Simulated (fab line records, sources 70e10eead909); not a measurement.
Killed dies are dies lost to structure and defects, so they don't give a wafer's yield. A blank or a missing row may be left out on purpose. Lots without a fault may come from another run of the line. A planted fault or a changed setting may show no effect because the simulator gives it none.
Which tool did it? | flow nand_harc | 6 lots, 17 wafers sampled, at 1 step of a route of 1159

WHAT THE GAUGES READ, wafer by wafer
NHARC_A_CONTACT_OVL_MEAS_09.
lot  | measured     | on         | overlay_x_nm (nm)
L433 | day 17 00:20 | overlay-01 | 1.4 1.1 1.1
L435 | day 17 19:07 | overlay-01 | -1.0 -0.5 -0.3
L443 | day 19 07:09 | overlay-02 | -0.9 -1.2 -0.8
L444 | day 20 07:22 | overlay-01 | 0.1 -0.1
L451 | day 22 05:59 | overlay-01 | 0.2 0.4 0.0
L456 | day 22 21:20 | overlay-02 | 0.2 0.0 0.5

WHICH TOOL RAN EACH LOT (tool, then ch and the chambers of the sampled wafers, then the start)
The record holds no process step before these readings.

THE ANSWER, worked out from the rows above alone
Rule: what is usual is taken from the lots themselves. Put in order of their means at a reading, lots are off if they are a third of the lots or fewer, leave a main group of 4 or more, and stand apart from it by a gap of 3 or more times the standard deviation of the main group's means; of several such gaps the widest counts. A main group whose means are all the same, to the digits that the tables above print for the reading, isn't used. A lot without any number at a reading at which 4 lots or more have one is off too. The other lots that the step has rows for count as sound.
No lot is off at any reading shown: from this, nothing can be told.

WHAT THE SIMULATOR HAD PUT IN
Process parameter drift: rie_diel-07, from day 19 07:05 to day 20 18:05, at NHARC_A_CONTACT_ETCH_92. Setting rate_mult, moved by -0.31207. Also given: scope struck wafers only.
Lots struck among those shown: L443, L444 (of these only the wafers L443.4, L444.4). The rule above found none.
